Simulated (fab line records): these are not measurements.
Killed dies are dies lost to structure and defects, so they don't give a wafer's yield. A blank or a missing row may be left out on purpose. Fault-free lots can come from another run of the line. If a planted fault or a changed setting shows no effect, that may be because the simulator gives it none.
Shared-tool check    flow nand-harc    15 lots, 45 wafers sampled

== REASON FOR OPENING ==
Flagged at NHARC_A_ONON_D2_THK_MEAS_18: reading thk-nm, on 3 of 15 lots. Fault-free wafers read 998 nm, with a standard deviation of 9.2.
Rule: flag the lot when none of its wafers has a number, or when each of its wafers that has one lies beyond 4 standard deviations from that mean. The other lots count as sound.

lot   measured      on             thk-nm (nm), wafer by wafer  flag
L237  day 12 18:28  film-metro-01  994 993 993                  
L238  day 13 08:40  film-metro-01  998 1000 1000                
L239  day 13 21:49  film-metro-01  994 995 993                  
L243  day 15 02:20  film-metro-02  995 996 993                  
L242  day 15 02:20  film-metro-01  991 990 989                  
L244  day 16 04:40  film-metro-02  1009 1007 1009               
L248  day 17 04:37  film-metro-01  994 993 994                  
L249  day 17 17:16  film-metro-01  1007 1005 1006               
L250  day 18 19:10  film-metro-02  342 341 341                  FLAGGED
L253  day 19 13:05  film-metro-02  997 996 999                  
L252  day 19 13:06  film-metro-01  334 334 334                  FLAGGED
L254  day 20 07:46  film-metro-01  338 336 338                  FLAGGED
L255  day 20 07:47  film-metro-02  989 989 990                  
L257  day 21 09:02  film-metro-02  1012 1012 1012               
L259  day 22 03:55  film-metro-01  993 996 995                  
On average the flagged lots' numbers are 338 nm, which is -660 nm against the usual, or -72 standard deviations.

== WHICH TOOL EACH LOT WENT THROUGH ==
The record holds 1 process step before the reading, out of a route of 1302 steps. Each cell gives the tool, then ch followed by the chambers the sampled wafers passed through, then the start.
lot   flag     NHARC_A_ONON_D2_DEP_16
L237           pecvd-onon-03 ch 0, day 12 17:57
L238           pecvd-onon-03 ch 0, day 13 08:13
L239           pecvd-onon-03 ch 0, day 13 21:19
L243           pecvd-onon-01 ch 0, day 15 01:49
L242           pecvd-onon-03 ch 0, day 15 01:49
L244           pecvd-onon-01 ch 0, day 16 04:09
L248           pecvd-onon-03 ch 0, day 17 04:07
L249           pecvd-onon-03 ch 0, day 17 16:46
L250  FLAGGED  pecvd-onon-03 ch 0, day 18 18:46
L253           pecvd-onon-02 ch 0, day 19 12:35
L252  FLAGGED  pecvd-onon-03 ch 0, day 19 12:35
L254  FLAGGED  pecvd-onon-03 ch 0, day 20 07:19
L255           pecvd-onon-02 ch 0, day 20 07:16
L257           pecvd-onon-01 ch 0, day 21 08:32
L259           pecvd-onon-01 ch 0, day 22 03:32
What these steps do:
- NHARC_A_ONON_D2_DEP_16: target thk 1000 nm.
- NHARC_A_ONON_D2_THK_MEAS_18: measures by ellipsometry.

== FLAGGED OVER TOTAL, TOOL BY TOOL (the gauges that took the reading come last) ==
step                         tool           lots run  flagged  share of the flagged lots  sound lots run after its first flagged lot
NHARC_A_ONON_D2_DEP_16       pecvd-onon-01  4         0        none                       -
NHARC_A_ONON_D2_DEP_16       pecvd-onon-02  2         0        none                       -
NHARC_A_ONON_D2_DEP_16       pecvd-onon-03  9         3        all                        0
NHARC_A_ONON_D2_THK_MEAS_18  film-metro-01  9         2        some                       1 (L259)
NHARC_A_ONON_D2_THK_MEAS_18  film-metro-02  6         1        some                       3 (L253,L255,L257)

== WHAT THE TABLE ALLOWS ==
All flagged lots share 1 row of the table, namely pecvd-onon-03 at NHARC_A_ONON_D2_DEP_16.
- pecvd-onon-03 at NHARC_A_ONON_D2_DEP_16: 3 of its 9 lots flagged. Last sound lot L249 at day 17 16:46, first flagged lot L250 at day 18 18:46; a fault beginning in between fits.
Left over: one tool, pecvd-onon-03 at NHARC_A_ONON_D2_DEP_16.

== WHAT THE SIMULATOR HAD INSERTED ==
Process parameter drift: pecvd-onon-03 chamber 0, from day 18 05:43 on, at NHARC_A_ONON_D2_DEP_16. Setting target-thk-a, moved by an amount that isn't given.
Shown lots that were struck: L250, L252, L254. This agrees with what the rule above found.
